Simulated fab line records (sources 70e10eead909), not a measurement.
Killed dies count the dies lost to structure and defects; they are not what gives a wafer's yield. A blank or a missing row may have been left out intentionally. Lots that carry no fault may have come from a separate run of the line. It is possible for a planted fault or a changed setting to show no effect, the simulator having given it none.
Commonality check across tools :: flow nand_harc :: Sampled: 14 lots, 42 wafers

== REASON FOR OPENING ==
Flagged at NHARC_A_ONON_D1_THK_MEAS_05: reading thk_nm, on 2 of 14 lots. Fault-free wafers read 1000 nm, with a standard deviation of 9.7.
Rule: a lot gets a flag if all its wafers with a number sit over 4 standard deviations from that mean, or if no wafer of it has a number. The other lots count as sound.

lot: L829
measured: day 7 23:13
on: film_metro-02
thk_nm (nm), wafer by wafer: 1002 1003 1002
flag: 

lot: L831
measured: day 8 15:25
on: film_metro-02
thk_nm (nm), wafer by wafer: 1001 1000 1001
flag: 

lot: L832
measured: day 8 23:12
on: film_metro-02
thk_nm (nm), wafer by wafer: 997 996 996
flag: 

lot: L833
measured: day 9 06:26
on: film_metro-01
thk_nm (nm), wafer by wafer: 1022 1022 1021
flag: 

lot: L834
measured: day 9 20:25
on: film_metro-01
thk_nm (nm), wafer by wafer: 985 983 986
flag: 

lot: L835
measured: day 10 10:35
on: film_metro-02
thk_nm (nm), wafer by wafer: 990 991 990
flag: 

lot: L836
measured: day 10 17:43
on: film_metro-01
thk_nm (nm), wafer by wafer: 1610 1612 1609
flag: FLAGGED

lot: L837
measured: day 10 23:04
on: film_metro-02
thk_nm (nm), wafer by wafer: 1625 1627 1627
flag: FLAGGED

lot: L841
measured: day 12 20:09
on: film_metro-02
thk_nm (nm), wafer by wafer: 988 988 987
flag: 

lot: L842
measured: day 13 18:31
on: film_metro-02
thk_nm (nm), wafer by wafer: 995 994 995
flag: 

lot: L843
measured: day 13 18:31
on: film_metro-02
thk_nm (nm), wafer by wafer: 993 995 993
flag: 

lot: L845
measured: day 14 05:59
on: film_metro-02
thk_nm (nm), wafer by wafer: 1006 1005 1005
flag: 

lot: L846
measured: day 14 15:25
on: film_metro-02
thk_nm (nm), wafer by wafer: 989 989 988
flag: 

lot: L847
measured: day 14 23:47
on: film_metro-02
thk_nm (nm), wafer by wafer: 1005 1008 1006
flag: 
The mean of the flagged lots' numbers is 1618 nm, +618 nm from the usual (+64 standard deviations).

== WHICH TOOL EACH LOT WENT THROUGH ==
The record holds 2 process steps before the reading, out of a route of 1302 steps. Read each cell as the tool, then ch plus the chambers that the sampled wafers visited, then the start.
lot: L829
flag: 
NHARC_P_BONDPAD_PVD_27: pvd_sputter-03, day 7 22:46 or earlier
NHARC_A_ONON_D1_DEP_03: pecvd_onon-02 ch 0, day 7 22:46

lot: L831
flag: 
NHARC_P_BONDPAD_PVD_27: pvd_sputter-03, day 8 14:55 or earlier
NHARC_A_ONON_D1_DEP_03: pecvd_onon-02 ch 0, day 8 14:55

lot: L832
flag: 
NHARC_P_BONDPAD_PVD_27: pvd_sputter-03, day 8 22:41 or earlier
NHARC_A_ONON_D1_DEP_03: pecvd_onon-01 ch 0, day 8 22:41

lot: L833
flag: 
NHARC_P_BONDPAD_PVD_27: pvd_sputter-01, day 9 05:59 or earlier
NHARC_A_ONON_D1_DEP_03: pecvd_onon-01 ch 0, day 9 05:59

lot: L834
flag: 
NHARC_P_BONDPAD_PVD_27: pvd_sputter-03, day 9 20:02 or earlier
NHARC_A_ONON_D1_DEP_03: pecvd_onon-01 ch 0, day 9 20:02

lot: L835
flag: 
NHARC_P_BONDPAD_PVD_27: pvd_sputter-02, day 10 10:05 or earlier
NHARC_A_ONON_D1_DEP_03: pecvd_onon-01 ch 0, day 10 10:05

lot: L836
flag: FLAGGED
NHARC_P_BONDPAD_PVD_27: pvd_sputter-03, day 10 17:16 or earlier
NHARC_A_ONON_D1_DEP_03: pecvd_onon-01 ch 0, day 10 17:16

lot: L837
flag: FLAGGED
NHARC_P_BONDPAD_PVD_27: pvd_sputter-03, day 10 22:33 or earlier
NHARC_A_ONON_D1_DEP_03: pecvd_onon-01 ch 0, day 10 22:33

lot: L841
flag: 
NHARC_P_BONDPAD_PVD_27: pvd_sputter-02, day 12 19:38 or earlier
NHARC_A_ONON_D1_DEP_03: pecvd_onon-02 ch 0, day 12 19:38

lot: L842
flag: 
NHARC_P_BONDPAD_PVD_27: pvd_sputter-03, day 13 18:00 or earlier
NHARC_A_ONON_D1_DEP_03: pecvd_onon-03 ch 0, day 13 18:00

lot: L843
flag: 
NHARC_P_BONDPAD_PVD_27: pvd_sputter-01, day 13 18:01 or earlier
NHARC_A_ONON_D1_DEP_03: pecvd_onon-02 ch 0, day 13 18:01

lot: L845
flag: 
NHARC_P_BONDPAD_PVD_27: pvd_sputter-01, day 14 05:29 or earlier
NHARC_A_ONON_D1_DEP_03: pecvd_onon-02 ch 0, day 14 05:29

lot: L846
flag: 
NHARC_P_BONDPAD_PVD_27: pvd_sputter-01, day 14 14:58 or earlier
NHARC_A_ONON_D1_DEP_03: pecvd_onon-02 ch 0, day 14 14:58

lot: L847
flag: 
NHARC_P_BONDPAD_PVD_27: pvd_sputter-03, day 14 23:20 or earlier
NHARC_A_ONON_D1_DEP_03: pecvd_onon-03 ch 0, day 14 23:20
These steps, and what they do:
- NHARC_P_BONDPAD_PVD_27: deposits Cu, target thk 30 nm, time 20.49 s.
- NHARC_A_ONON_D1_DEP_03: target thk 1000 nm.
- NHARC_A_ONON_D1_THK_MEAS_05: measures by ellipsometry.

== FLAGGED AGAINST TOTAL, ONE TOOL AT A TIME (gauges that did the reading follow at the end) ==
step: NHARC_P_BONDPAD_PVD_27
tool: pvd_sputter-01
lots run: 4
flagged: 0
share of the flagged lots: none
sound lots run after its first flagged lot: -

step: NHARC_P_BONDPAD_PVD_27
tool: pvd_sputter-02
lots run: 2
flagged: 0
share of the flagged lots: none
sound lots run after its first flagged lot: -

step: NHARC_P_BONDPAD_PVD_27
tool: pvd_sputter-03
lots run: 8
flagged: 2
share of the flagged lots: all
sound lots run after its first flagged lot: 2 (L842,L847)

step: NHARC_A_ONON_D1_DEP_03
tool: pecvd_onon-01
lots run: 6
flagged: 2
share of the flagged lots: all
sound lots run after its first flagged lot: 0

step: NHARC_A_ONON_D1_DEP_03
tool: pecvd_onon-02
lots run: 6
flagged: 0
share of the flagged lots: none
sound lots run after its first flagged lot: -

step: NHARC_A_ONON_D1_DEP_03
tool: pecvd_onon-03
lots run: 2
flagged: 0
share of the flagged lots: none
sound lots run after its first flagged lot: -

step: NHARC_A_ONON_D1_THK_MEAS_05
tool: film_metro-01
lots run: 3
flagged: 1
share of the flagged lots: some
sound lots run after its first flagged lot: 0

step: NHARC_A_ONON_D1_THK_MEAS_05
tool: film_metro-02
lots run: 11
flagged: 1
share of the flagged lots: some
sound lots run after its first flagged lot: 6 (L841,L842,L843,L845,L846,L847)
NHARC_P_BONDPAD_PVD_27 gives no start for some lots, so the hours and the order of its lots are those of NHARC_A_ONON_D1_DEP_03.

== WHAT IS ALLOWED BY THE TABLE ==
Table rows that saw every flagged lot: 2, namely pvd_sputter-03 at NHARC_P_BONDPAD_PVD_27 and pecvd_onon-01 at NHARC_A_ONON_D1_DEP_03.
- pvd_sputter-03 at NHARC_P_BONDPAD_PVD_27 ran 8 lots, 2 of them flagged. Sound lots followed the first flagged one (L842, L847) on it, something a lasting fault affecting the whole tool could not allow.
- pecvd_onon-01 at NHARC_A_ONON_D1_DEP_03 ran 6 lots, 2 of them flagged. Its last sound lot is L835 (day 10 10:05), its first flagged lot L836 (day 10 17:16): a fault that began between those two fits.
What remains is a single tool, pecvd_onon-01 at NHARC_A_ONON_D1_DEP_03.

== WHAT THE SIMULATOR PUT IN ==
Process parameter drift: pecvd_onon-01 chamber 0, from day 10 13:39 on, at NHARC_A_ONON_D1_DEP_03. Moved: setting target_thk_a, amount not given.
Lots struck among those shown: L836, L837. Same finding as the rule above.
